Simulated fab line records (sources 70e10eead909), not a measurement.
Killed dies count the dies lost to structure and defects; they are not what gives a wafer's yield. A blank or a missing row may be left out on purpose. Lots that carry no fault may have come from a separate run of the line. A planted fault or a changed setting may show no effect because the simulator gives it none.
fab line records -- flow nand_harc
[record] lots = 7, wafers = 21, last_day = 31
route steps=1302 shown A_CONTACT@1024
lots that met no fault: from a run of the same line without faults
start_h: start of the lot's first displayed wafer, in hours after the record's first day -- wait_h: hours elapsed since this lot's preceding step -- " identical to the entry in the row above -- L1.1+2: one row covering several wafers at once -- - either no value or no given start -- * or withheld: withheld -- < > ~ a bound
route shown NAME@n: NAME is a module with steps in the file, n the number in the route of the first one -- usual: mean and standard deviation over wafers with no fault -- same: alike in all rows -- chamber/n: place in a boat -- sites: readings site by site -- _std_site: how widely they spread, as a standard deviation -- _edge_site: inner sites' mean taken away from outer sites' mean -- radius_mm: for every site, how far away it sits from the centre of the wafer -- mask NAME#n: copy n -- behind: the last tool/chamber to shape the wafer -- hold: reason for holding the lot/hours on hold/outcome of the hold -- device: whichever transistor did not switch (one of n, p or np) -- end of line: tests run on the same wafers once the route is complete -- where a step has no rows: the recipe by itself -- killed: not the wafer's yield, but the dies lost to structure and defects at the first sort -- map: shows each die of a wafer: x if killed, . if not, _ if none is there
set.NAME: setting as actually run; set.NAME@STEP: the setting as run at that earlier step -- model.NAME: the simulator's own value behind a step, which no gauge read
a table for each step, a row for each wafer; lots at some steps of the route
services: when a tool's chamber went out of use (start_h, in hours from the record's first day, below 0 if earlier), for how many hours, and the reason
[[steps]]
[step NHARC_A_CONTACT_ETCH_102]
[recipe] target_depth_a = 1000, overetch_a = 100, time_s = 55, ion_energy_ev = 100, cf4_flow_sccm = 80, o2_flow_sccm = 20, ar_flow_sccm = 0, rf_w = 300, bias_w = 100, chemistry = CF4/O2
[usual] drypump_motor_current_A = 5.6/0.4, oes_product_au = 1.000/0.0098, rf_vpp_V = 198.2/1.3, showerhead_plenum_p_Torr = 1.36/0.043, throttle_valve_pct = 13.397/0.0082
lot.wafer,tool,chamber,start_h,wait_h,drypump_motor_current_A,oes_product_au,rf_hours_counter_h,rf_vpp_V,showerhead_plenum_p_Torr,throttle_valve_pct
L137.3,rie_diel-04,2,505.70,0.1,5.2,1.014,24,200.8,1.39,13.404
L137.4,rie_diel-04,0,505.70,0.1,5.4,1.003,23,199.0,1.39,13.415
L137.6,rie_diel-04,2,505.70,0.1,5.2,1.014,-,199.3,1.39,13.397
L144.2,rie_diel-04,2,590.35,0.1,5.2,1.009,7,198.1,1.38,13.401
L144.4,rie_diel-04,3,590.35,0.1,5.3,1.000,8,199.0,1.36,13.412
L144.5,rie_diel-04,0,590.35,0.1,5.4,0.998,-,199.7,1.39,13.399
L145.1,rie_diel-04,1,594.86,0.0,5.4,0.991,6,197.6,1.33,13.391
L145.2,rie_diel-04,0,594.86,0.0,5.4,1.003,7,199.4,1.39,13.409
L145.6,rie_diel-04,2,594.86,0.0,5.2,1.016,-,199.1,1.38,13.389
L153.1,rie_diel-06,3,671.03,0.1,6.0,0.991,0,196.5,1.30,13.395
L153.4,rie_diel-06,0,671.03,0.1,6.1,0.988,-,196.9,1.33,13.410
L153.6,rie_diel-06,2,671.03,0.1,5.0,0.975,-,197.1,1.31,13.390
L154.2,rie_diel-04,3,683.62,0.1,5.3,1.005,29,198.2,1.35,13.390
L154.3,rie_diel-04,1,683.62,0.1,5.4,1.009,28,195.7,1.32,13.407
L154.6,rie_diel-04,1,683.62,0.1,5.4,1.006,-,197.3,1.32,13.386
L155.3,rie_diel-06,2,712.62,0.1,5.0,0.981,18,198.2,1.31,13.403
L155.2,rie_diel-06,3,712.62,0.1,6.0,1.001,18,197.8,1.30,13.401
L155.6,rie_diel-06,2,712.62,0.1,5.0,0.992,-,197.6,1.31,13.404
L156.2,rie_diel-11,1,714.56,0.1,6.1,1.009,28,199.6,1.43,13.408
L156.3,rie_diel-11,3,714.56,0.1,5.9,1.010,37,196.0,1.28,13.397
L156.4,rie_diel-11,0,714.56,0.1,6.2,1.003,31,199.3,1.40,13.405
[step NHARC_A_CONTACT_STRIP_55]
[recipe] o2_flow_sccm = 500, ar_flow_sccm = 0, bias_w = 0, chemistry = O2
[usual] drypump_motor_current_A = 5.6/0.4, oes_product_au = 1.000/0.01, rf_vpp_V = 57.9/0.93, showerhead_plenum_p_Torr = 3.59/0.11, throttle_valve_pct = 17.037/0.009
lot.wafer,tool,chamber,start_h,wait_h,drypump_motor_current_A,oes_product_au,rf_hours_counter_h,rf_vpp_V,showerhead_plenum_p_Torr,throttle_valve_pct
L137.4,rie_diel-04,3,-,-,5.3,1.010,22,60.2,3.59,17.057
L137.3,rie_diel-04,1,-,-,5.4,1.007,24,59.4,3.52,17.029
L137.6,rie_diel-04,2,-,-,5.2,1.012,-,58.3,3.66,17.033
L144.2,rie_diel-04,2,-,-,5.2,1.004,7,60.1,3.65,17.031
L144.4,rie_diel-04,3,-,-,5.3,1.002,8,57.1,3.59,17.039
L144.5,rie_diel-04,2,-,-,5.2,1.010,-,58.6,3.65,17.037
L145.2,rie_diel-04,1,-,-,5.4,1.004,7,57.5,3.51,17.017
L145.1,rie_diel-04,2,-,-,5.2,1.013,9,56.9,3.65,17.041
L145.6,rie_diel-04,0,-,-,5.5,1.006,-,59.6,3.66,17.034
L153.1,rie_diel-06,3,-,-,6.0,0.999,0,58.5,3.45,17.034
L153.4,rie_diel-06,2,-,-,5.1,0.982,-,58.2,3.48,17.010
L153.6,rie_diel-06,0,-,-,6.1,0.992,-,58.4,3.53,17.040
L154.2,rie_diel-04,3,-,-,5.3,0.997,29,57.9,3.57,17.044
L154.3,rie_diel-04,1,-,-,5.4,1.011,28,57.5,3.50,17.049
L154.6,rie_diel-04,1,-,-,5.4,0.993,-,57.9,3.50,17.054
L155.2,rie_diel-06,3,-,-,6.0,0.994,19,58.6,3.44,17.051
L155.3,rie_diel-06,0,-,-,6.1,0.986,19,57.0,3.51,17.034
L155.6,rie_diel-06,2,-,-,5.0,0.970,-,58.0,3.47,17.032
L156.4,rie_diel-11,1,-,-,6.1,1.013,28,57.8,3.76,17.042
L156.3,rie_diel-11,2,-,-,5.5,1.000,34,56.7,3.72,17.033
L156.2,rie_diel-11,3,-,-,5.9,1.006,37,58.8,3.40,17.040
[step NHARC_A_CONTACT_STRIP_56]
[recipe] time_s = 600, temp_c = 30, chemistry = post_etch_residue_remover
[step NHARC_A_CONTACT_DEP_57]
[recipe] target_thk_a = 53000, temp_c = 400, material = aC
[usual] throttle_valve_pct = 35.000/0.0086
lot.wafer,tool,chamber,start_h,wait_h,throttle_valve_pct
L137.3,acl_dep-01,0,510.60,-,35.006
L137.4,acl_dep-01,0,510.60,-,35.001
L137.6,acl_dep-01,0,512.21,-,35.009
L144.2,acl_dep-01,0,591.53,-,34.997
L144.4,acl_dep-01,0,592.60,-,35.004
L144.5,acl_dep-01,0,592.60,-,35.000
L145.1,acl_dep-03,0,598.02,-,35.005
L145.2,acl_dep-03,0,598.02,-,35.005
L145.6,acl_dep-03,0,600.72,-,34.995
L153.1,acl_dep-01,0,672.60,-,34.994
L153.4,acl_dep-01,0,674.21,-,35.015
L153.6,acl_dep-01,0,675.29,-,35.009
L154.2,acl_dep-02,0,688.94,-,34.998
L154.3,acl_dep-02,0,688.94,-,34.990
L154.6,acl_dep-02,0,691.05,-,34.990
L155.2,acl_dep-03,0,713.89,-,35.005
L155.3,acl_dep-03,0,713.89,-,34.985
L155.6,acl_dep-03,0,716.04,-,34.992
L156.2,acl_dep-02,0,716.89,-,34.997
L156.3,acl_dep-02,0,716.89,-,35.003
L156.4,acl_dep-02,0,716.89,-,35.008
[step NHARC_A_CONTACT_DEP_58]
[recipe] target_thk_a = 900, target_thk_nm = 90, temp_c = 400, pressure_torr = 3.5, flow_sccm = 200, rf_w = 350, material = SiON
[usual] heater_power_outer_w = 471/49, heater_power_w = 770/74
lot.wafer,tool,chamber,start_h,wait_h,heater_power_outer_w,heater_power_w
L137.3,pecvd-01,2,512.82,1.7,469,778
L137.6,pecvd-01,0,512.82,1.7,527,794
L137.4,pecvd-01,1,512.82,1.7,380,590
L144.2,pecvd-01,0,594.27,2.2,518,771
L144.4,pecvd-01,1,594.27,2.2,400,626
L144.5,pecvd-01,2,594.27,2.2,470,767
L145.2,pecvd-03,2,601.28,2.2,526,897
L145.1,pecvd-03,1,601.28,2.2,504,796
L145.6,pecvd-03,0,601.28,2.2,438,712
L153.1,pecvd-03,1,676.09,3.0,490,813
L153.6,pecvd-03,0,676.09,3.0,498,782
L153.4,pecvd-03,2,676.09,3.0,493,835
L154.3,pecvd-01,0,691.60,1.6,416,672
L154.2,pecvd-01,2,691.60,1.6,449,747
L154.6,pecvd-01,2,691.60,1.6,438,761
L155.2,pecvd-02,1,716.60,2.2,418,716
L155.3,pecvd-02,2,716.60,2.2,465,768
L155.6,pecvd-02,2,716.60,2.2,463,764
L156.3,pecvd-03,0,719.58,1.6,445,735
L156.2,pecvd-03,1,719.58,1.6,439,721
L156.4,pecvd-03,2,719.58,1.6,459,824
[step NHARC_A_CONTACT_DEHYDRATE_59]
[recipe] temp_c = 150, time_s = 120
[step NHARC_A_CONTACT_HMDS_60]
[recipe] time_s = 30
[step NHARC_A_CONTACT_COAT_61]
[recipe] temp_c = 260, time_s = 75
[step NHARC_A_CONTACT_COAT_62]
[recipe] temp_c = 225, time_s = 65
[step NHARC_A_CONTACT_COAT_63]
[recipe] spin_rpm = 1500, resist_thk_nm = 90
[step NHARC_A_CONTACT_SOFTBAKE_64]
[recipe] temp_c = 105, time_s = 55
[step NHARC_A_CONTACT_EBR_65]
[step NHARC_A_CONTACT_EXPOSE_66]
[recipe] na = 1.35, sigma_outer = 0.8, dose_mj = 59.02, mask_id = A_CC_2
[usual] exposure_dose_mJ_cm2 = 58.95/0.059, focus_offset_nm = 0.0/0.56
lot.wafer,tool,chamber,start_h,wait_h,mask,exposure_dose_mJ_cm2,focus_offset_nm
L137.3,arfi_scanner-02,0,513.36,-,A_CC_2#0,58.86,0.9
L137.4,arfi_scanner-02,0,513.36,-,A_CC_2#0,58.98,-0.7
L137.6,arfi_scanner-02,0,513.36,-,A_CC_2#0,58.98,0.3
L144.2,arfi_scanner-02,0,594.80,-,A_CC_2#0,59.03,0.4
L144.4,arfi_scanner-02,0,594.80,-,A_CC_2#0,58.94,0.4
L144.5,arfi_scanner-02,0,594.80,-,A_CC_2#0,59.01,1.0
L145.1,arfi_scanner-01,0,601.86,-,A_CC_2#0,58.96,-0.9
L145.2,arfi_scanner-01,0,601.86,-,A_CC_2#0,58.92,-0.4
L145.6,arfi_scanner-01,0,601.86,-,A_CC_2#0,58.99,0.1
L153.1,arfi_scanner-03,0,676.65,-,A_CC_2#0,58.85,0.4
L153.4,arfi_scanner-03,0,676.65,-,A_CC_2#0,58.90,-0.2
L153.6,arfi_scanner-03,0,676.65,-,A_CC_2#0,58.91,0.4
L154.2,arfi_scanner-02,-,692.19,-,A_CC_2#0,-,-
L154.3,arfi_scanner-02,-,692.19,-,A_CC_2#0,-,-
L154.6,arfi_scanner-02,-,692.19,-,A_CC_2#0,-,-
L155.2,arfi_scanner-01,-,717.18,-,A_CC_2#0,-,-
L155.3,arfi_scanner-01,-,717.18,-,A_CC_2#0,-,-
L155.6,arfi_scanner-01,-,717.18,-,A_CC_2#0,-,-
L156.2,arfi_scanner-03,-,720.17,-,A_CC_2#0,-,-
L156.3,arfi_scanner-03,-,720.17,-,A_CC_2#0,-,-
L156.4,arfi_scanner-03,-,720.17,-,A_CC_2#0,-,-
[step NHARC_A_CONTACT_PEB_67]
[recipe] peb_temp_c = 100, peb_time_s = 65
[[services]]
tool,chamber,start_h,hours,kind
arfi_scanner-02,-,484.00,4.0,pm
rie_diel-06,-,484.33,9.0,pm
pecvd-01,-,492.00,13.0,pm
pecvd-03,-,503.80,1.3,repair
arfi_scanner-02,-,515.90,7.7,repair
rie_diel-04,-,531.90,9.0,pm
rie_diel-04,2,545.41,3.6,repair
pecvd-03,-,547.14,13.0,pm
acl_dep-01,-,548.09,13.0,pm
pecvd-01,2,561.85,13.2,repair
rie_diel-06,1,570.09,5.1,repair
rie_diel-06,-,574.03,0.3,repair
arfi_scanner-02,-,581.08,1.1,repair
rie_diel-06,0,599.61,6.3,repair
rie_diel-06,1,602.26,2.7,repair
arfi_scanner-02,-,610.41,0.3,repair
rie_diel-06,1,640.38,96.4,repair
pecvd-01,-,642.84,5.7,repair
arfi_scanner-02,-,656.00,4.0,pm
rie_diel-06,-,661.33,9.0,pm
pecvd-03,-,663.14,1.8,repair
pecvd-01,0,672.45,4.4,repair
rie_diel-04,0,681.85,8.3,repair
rie_diel-04,-,708.90,9.0,pm
[[key]]
[first_sign] step = NHARC_A_CONTACT_EXPOSE_66, reading = tool_record, direction = missing
effect none on later readings
met_at NHARC_A_CONTACT_EXPOSE_66
struck_wafers L154.2,L154.3,L154.6,L155.2,L155.3,L155.6,L156.2,L156.3,L156.4
later_rows_left_out L154.2,L154.3,L154.6,L155.2,L155.3,L155.6,L156.2,L156.3,L156.4
sort_left_out L154.2,L154.3,L154.6,L155.2,L155.3,L155.6,L156.2,L156.3,L156.4
tester_left_out L154,L155,L156
onset_between 676.65 692.19
[fault] kind = skipped_step_whole, tool = arfi_scanner-01,arfi_scanner-02,arfi_scanner-03, chamber = -, onset_h = 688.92, steps = NHARC_A_CONTACT_EXPOSE_66, scope = struck_lots_only
// tester_left_out: of these lots the tester's yield and bins aren't shown, on N5 and GAA mostly nor the transistor test; their killed dies are dies lost to structure and defects alone, not to doping, threshold or leakage, so they don't give the yield
// sort_left_out: the simulated sort isn't trusted on such a fault, so these wafers' sort isn't shown, and their yield isn't known
// later_rows_left_out: the simulator's readings of these wafers behind a module that went badly wrong aren't trusted and aren't shown, but for the sort
